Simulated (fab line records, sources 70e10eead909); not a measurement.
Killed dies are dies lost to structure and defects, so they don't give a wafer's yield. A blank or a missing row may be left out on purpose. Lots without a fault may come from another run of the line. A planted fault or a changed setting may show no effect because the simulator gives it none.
Which tool did it? | flow nand_harc | 19 lots, 57 wafers sampled, at 6 steps of a route of 1159

WHAT THE GAUGES READ, wafer by wafer
The record holds no reading of a measuring or inspecting step that can be judged against a usual standard deviation.

WHICH TOOL RAN EACH LOT (tool, then ch and the chambers of the sampled wafers, then the start)
lot  | NHARC_A_CHANNEL_FILL_D1_STRIP_29              | NHARC_A_STAIRCASE_DESCUM_186       | NHARC_A_STAIRCASE_TRIM_187         | NHARC_A_STAIRCASE_ETCH_188     | NHARC_A_STAIRCASE_TRIM_198     | NHARC_A_STAIRCASE_TRIM_226
L077 | rie_diel-02 ch 1,2, day 11 10:35 or earlier   | rie_diel-04 ch 0,3, day 11 10:35   | rie_diel-04 ch 0,3, day 11 10:40   | rie_diel-04 ch 1,3, no start   | rie_diel-08 ch 0,1,3, no start | rie_diel-04 ch 1,2, no start
L075 | rie_diel-02 ch 0,2,3, day 11 14:20 or earlier | rie_diel-04 ch 1,2,3, day 11 14:20 | rie_diel-04 ch 1,2,3, day 11 14:28 | rie_diel-04 ch 2,3, no start   | rie_diel-08 ch 1,2, no start   | rie_diel-08 ch 1,2,3, no start
L076 | rie_diel-13 ch 1,2,3, day 11 17:15 or earlier | rie_diel-01 ch 0,1,3, day 11 17:15 | rie_diel-01 ch 1,2,3, day 11 17:19 | rie_diel-01 ch 0,2,3, no start | rie_diel-08 ch 0,2, no start   | rie_diel-01 ch 0,3, no start
L078 | rie_diel-02 ch 1,2, day 11 17:32 or earlier   | rie_diel-01 ch 1,2,3, day 11 17:32 | rie_diel-01 ch 1,2, day 11 17:40   | rie_diel-01 ch 0,2,3, no start | rie_diel-01 ch 0,1,2, no start | rie_diel-04 ch 0,1,2, no start
L080 | rie_diel-02 ch 0,1,2, day 12 02:11 or earlier | rie_diel-01 ch 1,2,3, day 12 02:11 | rie_diel-01 ch 1,2,3, day 12 02:17 | rie_diel-01 ch 1,2,3, no start | rie_diel-01 ch 1,2,3, no start | rie_diel-04 ch 0,1,2, no start
L082 | rie_diel-02 ch 2,3, day 12 17:24 or earlier   | rie_diel-04 ch 0,1, day 12 17:24   | rie_diel-04 ch 1,2, day 12 17:31   | rie_diel-04 ch 0,1,2, no start | rie_diel-08 ch 0,1,3, no start | rie_diel-08 ch 0,2,3, no start
L081 | rie_diel-13 ch 1,2,3, day 12 18:20 or earlier | rie_diel-04 ch 0,1,2, day 12 18:20 | rie_diel-04 ch 0,2, day 12 18:28   | rie_diel-04 ch 0,2, no start   | rie_diel-04 ch 0,2, no start   | rie_diel-01 ch 1,2, no start
L084 | rie_diel-02 ch 0,1,2, day 13 06:01 or earlier | rie_diel-08 ch 2,3, day 13 06:01   | rie_diel-08 ch 0,2,3, day 13 06:07 | rie_diel-08 ch 0,1,3, no start | rie_diel-01 ch 0,2,3, no start | rie_diel-01 ch 1,3, no start
L083 | rie_diel-02 ch 1,2,3, day 12 21:01            | rie_diel-01 ch 0,2,3, day 13 10:25 | rie_diel-01 ch 0,1, day 13 10:32   | rie_diel-01 ch 0,2, no start   | rie_diel-01 ch 1,2, no start   | rie_diel-04 ch 0,1,2, no start
L087 | rie_diel-13 ch 0,1,2, day 14 05:01 or earlier | rie_diel-08 ch 0,1, day 14 05:01   | rie_diel-08 ch 0,2,3, day 14 05:18 | rie_diel-08 ch 0,2,3, no start | rie_diel-04 ch 1,3, no start   | rie_diel-08 ch 0,2,3, no start
L085 | rie_diel-02 ch 1,3, day 14 11:25 or earlier   | rie_diel-08 ch 0,1, day 14 11:25   | rie_diel-08 ch 0,1, day 14 11:35   | rie_diel-08 ch 1,2,3, no start | rie_diel-01 ch 0,1,3, no start | rie_diel-01 ch 0,1,3, no start
L088 | rie_diel-13 ch 0,1,3, day 14 11:43 or earlier | rie_diel-08 ch 0,1,2, day 14 11:43 | rie_diel-08 ch 1,2,3, day 14 11:54 | rie_diel-08 ch 0,1,3, no start | rie_diel-04 ch 1,2,3, no start | rie_diel-04 ch 0,2,3, no start
L092 | rie_diel-13 ch 0,2,3, day 15 03:01 or earlier | rie_diel-08 ch 0,3, day 15 03:01   | rie_diel-08 ch 0,1,3, day 15 03:16 | rie_diel-08 ch 0,1,2, no start | rie_diel-01 ch 0,1,3, no start | rie_diel-01 ch 0,2, no start
L091 | rie_diel-02 ch 0,1,3, day 15 02:52 or earlier | rie_diel-04 ch 1,2,3, day 15 02:52 | rie_diel-04 ch 0,1, day 15 02:56   | rie_diel-04 ch 0,1,2, no start | rie_diel-01 ch 1,2, no start   | rie_diel-01 ch 0,1,2, no start
L093 | rie_diel-02 ch 0,1,3, day 15 17:51 or earlier | rie_diel-04 ch 0,2,3, day 15 17:51 | rie_diel-04 ch 1,2,3, day 15 17:59 | rie_diel-04 ch 0,1,2, no start | rie_diel-08 ch 0,2,3, no start | rie_diel-04 ch 0,1,2, no start
L094 | rie_diel-13 ch 1,2,3, day 15 21:51 or earlier | rie_diel-01 ch 0,1,2, day 15 21:51 | rie_diel-01 ch 0,1,3, day 15 22:02 | rie_diel-01 ch 0,3, no start   | rie_diel-01 ch 2,3, no start   | rie_diel-04 ch 0,1,3, no start
L095 | rie_diel-02 ch 0,1, day 16 00:37 or earlier   | rie_diel-04 ch 1,2,3, day 16 00:37 | rie_diel-04 ch 0,1,2, day 16 00:43 | rie_diel-04 ch 2,3, no start   | rie_diel-01 ch 0,1,2, no start | rie_diel-01 ch 2,3, no start
L097 | rie_diel-02 ch 1,2, day 16 16:57 or earlier   | rie_diel-01 ch 1,3, day 16 16:57   | rie_diel-01 ch 1,2, day 16 17:02   | rie_diel-01 ch 0,1,2, no start | rie_diel-08 ch 0,1,3, no start | rie_diel-01 ch 1,2,3, no start
L096 | rie_diel-13 ch 0,1,2, day 17 01:26 or earlier | rie_diel-08 ch 1,2, day 17 01:26   | rie_diel-08 ch 2,3, day 17 01:32   | rie_diel-08 ch 0,2,3, no start | rie_diel-01 ch 2,3, no start   | rie_diel-08 ch 1,2, no start
- NHARC_A_CHANNEL_FILL_D1_STRIP_29: strips in O2, time 20 s.
- NHARC_A_STAIRCASE_DESCUM_186: chemistry O2, time 3 s.
- NHARC_A_STAIRCASE_TRIM_187: chemistry O2, time 211.2 s.
- NHARC_A_STAIRCASE_ETCH_188: etches the open film in C4F8/O2, target depth 100 nm, time 40.5 s.
- NHARC_A_STAIRCASE_TRIM_198: chemistry O2, time 211.2 s.
- NHARC_A_STAIRCASE_TRIM_226: chemistry O2, time 211.2 s.

WHAT THE TOOLS THEMSELVES READ (means of the sampled wafers that have a number; where no wafer has one, the mark that the record gives instead)
NHARC_A_CHANNEL_FILL_D1_STRIP_29. Usual: chamber_pressure_mTorr 59.99 mTorr, standard deviation 0.053; drypump_motor_current_A 6.1 A, standard deviation 0.46; oes_product_au 0.997 a.u., standard deviation 0.008; rf_vpp_V 58.0 V, standard deviation 0.92; showerhead_plenum_p_Torr 3.60 Torr, standard deviation 0.13; throttle_valve_pct 17.036 %, standard deviation 0.0079.
lot  | tool        | chamber_pressure_mTorr (mTorr) | drypump_motor_current_A (A) | oes_product_au (a.u.) | rf_vpp_V (V) | showerhead_plenum_p_Torr (Torr) | throttle_valve_pct (%) | flag
L077 | rie_diel-02 | 59.95                          | 5.9                         | 0.997                 | 58.0         | 3.64                            | 17.029                 |
L075 | rie_diel-02 | 59.98                          | 6.0                         | 0.982                 | 57.7         | 3.52                            | 17.036                 |
L076 | rie_diel-13 | 59.96                          | 6.0                         | 1.004                 | 58.6         | 3.65                            | 17.042                 |
L078 | rie_diel-02 | 59.97                          | 5.9                         | 1.000                 | 58.4         | 3.64                            | 17.034                 |
L080 | rie_diel-02 | 59.94                          | 5.8                         | 0.994                 | 57.2         | 3.60                            | 17.035                 |
L082 | rie_diel-02 | 59.96                          | 6.3                         | 0.989                 | 57.3         | 3.49                            | 17.040                 |
L081 | rie_diel-13 | 59.93                          | 6.0                         | 1.003                 | 58.0         | 3.65                            | 17.036                 |
L084 | rie_diel-02 | 59.99                          | 5.8                         | 0.988                 | 58.8         | 3.60                            | 17.039                 |
L083 | rie_diel-02 | 60.00                          | 6.1                         | 0.981                 | 56.9         | 3.57                            | 17.032                 |
L087 | rie_diel-13 | 60.03                          | 6.2                         | 1.004                 | 58.8         | 3.64                            | 17.035                 |
L085 | rie_diel-02 | 60.02                          | 6.3                         | 0.993                 | 58.9         | 3.56                            | 17.037                 |
L088 | rie_diel-13 | 59.97                          | 6.2                         | 0.995                 | 57.7         | 3.67                            | 17.038                 |
L092 | rie_diel-13 | 60.03                          | 6.3                         | 0.997                 | 58.5         | 3.74                            | 17.034                 |
L091 | rie_diel-02 | 60.09                          | 6.1                         | 0.994                 | 58.1         | 3.52                            | 17.039                 |
L093 | rie_diel-02 | 60.01                          | 6.1                         | 0.995                 | 57.9         | 3.52                            | 17.033                 |
L094 | rie_diel-13 | 59.97                          | 6.0                         | 1.003                 | 57.7         | 3.65                            | 17.033                 |
L095 | rie_diel-02 | 60.00                          | 6.0                         | 1.004                 | 58.4         | 3.59                            | 17.037                 |
L097 | rie_diel-02 | 59.97                          | 5.7                         | 0.995                 | 58.2         | 3.65                            | 17.031                 |
L096 | rie_diel-13 | 60.02                          | 6.2                         | 1.000                 | 57.9         | 3.64                            | 17.029                 |

NHARC_A_STAIRCASE_DESCUM_186. Usual: chamber_pressure_mTorr 60.00 mTorr, standard deviation 0.053; drypump_motor_current_A 5.6 A, standard deviation 0.52; oes_product_au 0.998 a.u., standard deviation 0.008; rf_vpp_V 57.7 V, standard deviation 0.9; showerhead_plenum_p_Torr 1.90 Torr, standard deviation 0.086; throttle_valve_pct 11.312 %, standard deviation 0.0092.
lot  | tool        | chamber_pressure_mTorr (mTorr) | drypump_motor_current_A (A) | oes_product_au (a.u.) | rf_vpp_V (V) | showerhead_plenum_p_Torr (Torr) | throttle_valve_pct (%) | flag
L077 | rie_diel-04 | 60.00                          | 6.4                         | 0.988                 | 57.0         | 1.87                            | 11.309                 |
L075 | rie_diel-04 | 60.00                          | 5.7                         | 0.996                 | 57.6         | 1.88                            | 11.307                 |
L076 | rie_diel-01 | 60.05                          | 5.5                         | 0.999                 | 57.9         | 1.94                            | 11.317                 |
L078 | rie_diel-01 | 59.98                          | 5.1                         | 0.995                 | 58.2         | 1.92                            | 11.309                 |
L080 | rie_diel-01 | 60.06                          | 5.2                         | 0.997                 | 57.3         | 1.92                            | 11.315                 |
L082 | rie_diel-04 | 60.02                          | 5.3                         | 0.986                 | 57.3         | 1.92                            | 11.308                 |
L081 | rie_diel-04 | 59.98                          | 5.4                         | 1.006                 | 58.1         | 1.92                            | 11.310                 |
L084 | rie_diel-08 | 59.98                          | 5.3                         | 0.995                 | 57.4         | 1.96                            | 11.309                 |
L083 | rie_diel-01 | 60.06                          | 5.3                         | 0.990                 | 58.5         | 1.98                            | 11.307                 |
L087 | rie_diel-08 | 60.01                          | 6.1                         | 1.000                 | 57.4         | 1.80                            | 11.308                 |
L085 | rie_diel-08 | 60.02                          | 6.1                         | 0.990                 | 57.7         | 1.80                            | 11.318                 |
L088 | rie_diel-08 | 60.04                          | 5.8                         | 0.997                 | 57.0         | 1.89                            | 11.308                 |
L092 | rie_diel-08 | 59.94                          | 5.6                         | 0.997                 | 58.1         | 1.77                            | 11.313                 |
L091 | rie_diel-04 | 60.01                          | 5.7                         | 0.998                 | 57.2         | 1.87                            | 11.316                 |
L093 | rie_diel-04 | 60.03                          | 6.0                         | 0.996                 | 57.8         | 1.89                            | 11.322                 |
L094 | rie_diel-01 | 60.04                          | 5.3                         | 0.997                 | 57.3         | 1.91                            | 11.313                 |
L095 | rie_diel-04 | 60.05                          | 5.7                         | 0.998                 | 58.3         | 1.87                            | 11.309                 |
L097 | rie_diel-01 | 60.01                          | 5.3                         | 0.999                 | 57.1         | 1.86                            | 11.308                 |
L096 | rie_diel-08 | 60.05                          | 6.0                         | 1.017                 | 57.9         | 1.91                            | 11.316                 |

NHARC_A_STAIRCASE_TRIM_187. Usual: chamber_pressure_mTorr 60.00 mTorr, standard deviation 0.058; drypump_motor_current_A 5.6 A, standard deviation 0.54; oes_product_au 0.999 a.u., standard deviation 0.0074; rf_vpp_V 57.6 V, standard deviation 0.88; showerhead_plenum_p_Torr 3.51 Torr, standard deviation 0.14; throttle_valve_pct 17.037 %, standard deviation 0.0088.
lot  | tool        | chamber_pressure_mTorr (mTorr) | drypump_motor_current_A (A) | oes_product_au (a.u.) | rf_vpp_V (V) | showerhead_plenum_p_Torr (Torr) | throttle_valve_pct (%) | flag
L077 | rie_diel-04 | 59.97                          | 6.4                         | 0.998                 | 58.1         | 3.46                            | 17.040                 |
L075 | rie_diel-04 | 60.04                          | 5.7                         | 0.996                 | 57.2         | 3.47                            | 17.042                 |
L076 | rie_diel-01 | 60.00                          | 5.2                         | 0.997                 | 57.5         | 3.54                            | 17.040                 |
L078 | rie_diel-01 | 60.03                          | 5.0                         | 0.996                 | 57.8         | 3.50                            | 17.035                 |
L080 | rie_diel-01 | 59.97                          | 5.2                         | 1.000                 | 57.3         | 3.54                            | 17.047                 |
L082 | rie_diel-04 | 60.03                          | 5.3                         | 0.999                 | 57.9         | 3.50                            | 17.039                 |
L081 | rie_diel-04 | 60.01                          | 5.7                         | 0.997                 | 57.0         | 3.57                            | 17.035                 |
L084 | rie_diel-08 | 59.95                          | 5.5                         | 0.999                 | 57.3         | 3.46                            | 17.039                 |
L083 | rie_diel-01 | 59.99                          | 5.6                         | 0.979                 | 57.5         | 3.45                            | 17.034                 |
L087 | rie_diel-08 | 60.02                          | 5.5                         | 0.999                 | 56.9         | 3.45                            | 17.021                 |
L085 | rie_diel-08 | 59.99                          | 6.1                         | 1.000                 | 57.6         | 3.34                            | 17.037                 |
L088 | rie_diel-08 | 60.01                          | 5.7                         | 1.009                 | 57.4         | 3.49                            | 17.034                 |
L092 | rie_diel-08 | 60.06                          | 5.9                         | 0.995                 | 57.2         | 3.33                            | 17.042                 |
L091 | rie_diel-04 | 60.04                          | 5.3                         | 1.004                 | 57.7         | 3.53                            | 17.039                 |
L093 | rie_diel-04 | 59.94                          | 5.7                         | 1.008                 | 56.7         | 3.45                            | 17.031                 |
L094 | rie_diel-01 | 60.01                          | 5.5                         | 1.005                 | 58.4         | 3.55                            | 17.034                 |
L095 | rie_diel-04 | 60.02                          | 5.4                         | 0.998                 | 57.5         | 3.52                            | 17.044                 |
L097 | rie_diel-01 | 60.00                          | 5.3                         | 0.993                 | 56.7         | 3.41                            | 17.033                 |
L096 | rie_diel-08 | 59.95                          | 5.3                         | 1.005                 | 57.2         | 3.59                            | 17.044                 |

NHARC_A_STAIRCASE_ETCH_188. Usual: chamber_pressure_mTorr 25.003 mTorr, standard deviation 0.021; oes_product_au 0.933 a.u., standard deviation 0.012; rf_vpp_V 896 V, standard deviation 5.5.
lot  | tool        | chamber_pressure_mTorr (mTorr) | oes_product_au (a.u.) | rf_vpp_V (V) | flag
L077 | rie_diel-04 | 25.034                         | 0.923                 | 892          |
L075 | rie_diel-04 | 25.005                         | 0.917                 | 893          |
L076 | rie_diel-01 | 25.005                         | 0.932                 | 900          |
L078 | rie_diel-01 | 24.988                         | 0.932                 | 900          |
L080 | rie_diel-01 | 25.011                         | 0.939                 | 896          |
L082 | rie_diel-04 | 25.024                         | 0.935                 | 896          |
L081 | rie_diel-04 | 25.015                         | 0.922                 | 896          |
L084 | rie_diel-08 | 25.002                         | 0.943                 | 888          |
L083 | rie_diel-01 | 25.001                         | 0.910                 | 898          |
L087 | rie_diel-08 | 25.003                         | 0.917                 | 892          |
L085 | rie_diel-08 | 24.978                         | 0.936                 | 895          |
L088 | rie_diel-08 | 24.996                         | 0.929                 | 888          |
L092 | rie_diel-08 | 24.984                         | 0.935                 | 895          |
L091 | rie_diel-04 | 25.003                         | 0.950                 | 896          |
L093 | rie_diel-04 | 25.018                         | 0.937                 | 897          |
L094 | rie_diel-01 | 25.009                         | 0.928                 | 901          |
L095 | rie_diel-04 | 25.004                         | 0.956                 | 894          |
L097 | rie_diel-01 | 25.009                         | 0.938                 | 895          |
L096 | rie_diel-08 | 24.977                         | 0.930                 | 893          |

NHARC_A_STAIRCASE_TRIM_198. Usual: chamber_pressure_mTorr 60.00 mTorr, standard deviation 0.063; drypump_motor_current_A 5.5 A, standard deviation 0.48; oes_product_au 0.998 a.u., standard deviation 0.0074; rf_vpp_V 57.7 V, standard deviation 0.93; showerhead_plenum_p_Torr 3.51 Torr, standard deviation 0.15; throttle_valve_pct 17.037 %, standard deviation 0.0095.
lot  | tool        | chamber_pressure_mTorr (mTorr) | drypump_motor_current_A (A) | oes_product_au (a.u.) | rf_vpp_V (V) | showerhead_plenum_p_Torr (Torr) | throttle_valve_pct (%) | flag
L077 | rie_diel-08 | 59.96                          | 5.9                         | 1.007                 | 57.7         | 3.35                            | 17.036                 |
L075 | rie_diel-08 | 60.04                          | 5.6                         | 0.992                 | 58.0         | 3.66                            | 17.034                 |
L076 | rie_diel-08 | 59.97                          | 5.4                         | 0.993                 | 58.8         | 3.62                            | 17.031                 |
L078 | rie_diel-01 | 59.99                          | 5.4                         | 0.999                 | 57.7         | 3.53                            | 17.037                 |
L080 | rie_diel-01 | 60.03                          | 5.2                         | 0.996                 | 57.8         | 3.53                            | 17.040                 |
L082 | rie_diel-08 | 60.04                          | 5.9                         | 0.991                 | 57.9         | 3.34                            | 17.037                 |
L081 | rie_diel-04 | 60.03                          | 5.6                         | 1.000                 | 57.9         | 3.54                            | 17.029                 |
L084 | rie_diel-01 | 60.02                          | 5.3                         | 0.987                 | 58.1         | 3.64                            | 17.033                 |
L083 | rie_diel-01 | 60.02                          | 5.3                         | 0.985                 | 57.4         | 3.42                            | 17.044                 |
L087 | rie_diel-04 | 60.01                          | 6.1                         | 0.998                 | 57.0         | 3.42                            | 17.035                 |
L085 | rie_diel-01 | 60.11                          | 5.5                         | 0.997                 | 58.0         | 3.56                            | 17.031                 |
L088 | rie_diel-04 | 59.98                          | 5.7                         | 0.992                 | 57.0         | 3.45                            | 17.033                 |
L092 | rie_diel-01 | 60.01                          | 5.5                         | 0.998                 | 57.8         | 3.55                            | 17.039                 |
L091 | rie_diel-01 | 60.02                          | 5.0                         | 1.001                 | 58.2         | 3.49                            | 17.036                 |
L093 | rie_diel-08 | 60.00                          | 5.5                         | 1.004                 | 58.2         | 3.45                            | 17.038                 |
L094 | rie_diel-01 | 59.97                          | 5.1                         | 0.990                 | 58.2         | 3.64                            | 17.048                 |
L095 | rie_diel-01 | 59.99                          | 5.4                         | 1.000                 | 57.7         | 3.52                            | 17.048                 |
L097 | rie_diel-08 | 60.02                          | 5.9                         | 0.995                 | 57.9         | 3.33                            | 17.038                 |
L096 | rie_diel-01 | 60.00                          | 4.9                         | 1.005                 | 56.5         | 3.59                            | 17.031                 |

NHARC_A_STAIRCASE_TRIM_226. Usual: chamber_pressure_mTorr 60.01 mTorr, standard deviation 0.058; drypump_motor_current_A 5.5 A, standard deviation 0.5; oes_product_au 0.998 a.u., standard deviation 0.0073; rf_vpp_V 57.7 V, standard deviation 0.88; showerhead_plenum_p_Torr 3.52 Torr, standard deviation 0.14; throttle_valve_pct 17.037 %, standard deviation 0.0092.
lot  | tool        | chamber_pressure_mTorr (mTorr) | drypump_motor_current_A (A) | oes_product_au (a.u.) | rf_vpp_V (V) | showerhead_plenum_p_Torr (Torr) | throttle_valve_pct (%) | flag
L077 | rie_diel-04 | 59.96                          | 5.1                         | 0.999                 | 56.9         | 3.50                            | 17.035                 |
L075 | rie_diel-08 | 60.02                          | 5.7                         | 0.996                 | 57.8         | 3.50                            | 17.044                 |
L076 | rie_diel-01 | 59.98                          | 5.4                         | 0.996                 | 58.3         | 3.68                            | 17.043                 |
L078 | rie_diel-04 | 60.04                          | 5.4                         | 0.993                 | 58.0         | 3.54                            | 17.041                 |
L080 | rie_diel-04 | 60.01                          | 5.4                         | 0.991                 | 57.6         | 3.54                            | 17.030                 |
L082 | rie_diel-08 | 60.06                          | 5.5                         | 1.003                 | 57.9         | 3.46                            | 17.044                 |
L081 | rie_diel-01 | 60.05                          | 5.3                         | 0.993                 | 57.1         | 3.42                            | 17.039                 |
L084 | rie_diel-01 | 60.00                          | 5.3                         | 0.998                 | 57.6         | 3.57                            | 17.037                 |
L083 | rie_diel-04 | 59.93                          | 5.4                         | 0.998                 | 57.5         | 3.53                            | 17.037                 |
L087 | rie_diel-08 | 60.08                          | 5.5                         | 1.004                 | 57.4         | 3.45                            | 17.031                 |
L085 | rie_diel-01 | 60.05                          | 5.5                         | 1.000                 | 58.1         | 3.55                            | 17.031                 |
L088 | rie_diel-04 | 60.05                          | 6.0                         | 1.001                 | 57.6         | 3.49                            | 17.039                 |
L092 | rie_diel-01 | 60.02                          | 5.1                         | 1.000                 | 57.8         | 3.60                            | 17.026                 |
L091 | rie_diel-01 | 59.95                          | 5.4                         | 0.996                 | 58.1         | 3.52                            | 17.042                 |
L093 | rie_diel-04 | 60.04                          | 5.5                         | 1.000                 | 58.2         | 3.52                            | 17.037                 |
L094 | rie_diel-04 | 59.97                          | 5.9                         | 1.010                 | 58.0         | 3.48                            | 17.033                 |
L095 | rie_diel-01 | 59.97                          | 5.0                         | 0.994                 | 57.3         | 3.60                            | 17.035                 |
L097 | rie_diel-01 | 60.01                          | 5.2                         | 1.001                 | 57.8         | 3.52                            | 17.030                 |
L096 | rie_diel-08 | 60.03                          | 6.0                         | 1.003                 | 57.3         | 3.52                            | 17.037                 |

THE ANSWER, worked out from the rows above alone
Rule: a lot is off if the mean of its wafers that have a number lies more than 3 standard deviations from the usual mean. A lot without any number at a reading at which 4 lots or more have one is off too. The other lots that the step has rows for count as sound. The gauges are gone through in route order, then the tools' own readings, and for those a lot's mean is taken as printed above. The first step at which some lot is off is used, and at that step the reading that is off furthest; a lot without a number counts as furthest.
No lot is off at any reading shown: from this, nothing can be told.

WHAT THE SIMULATOR HAD PUT IN
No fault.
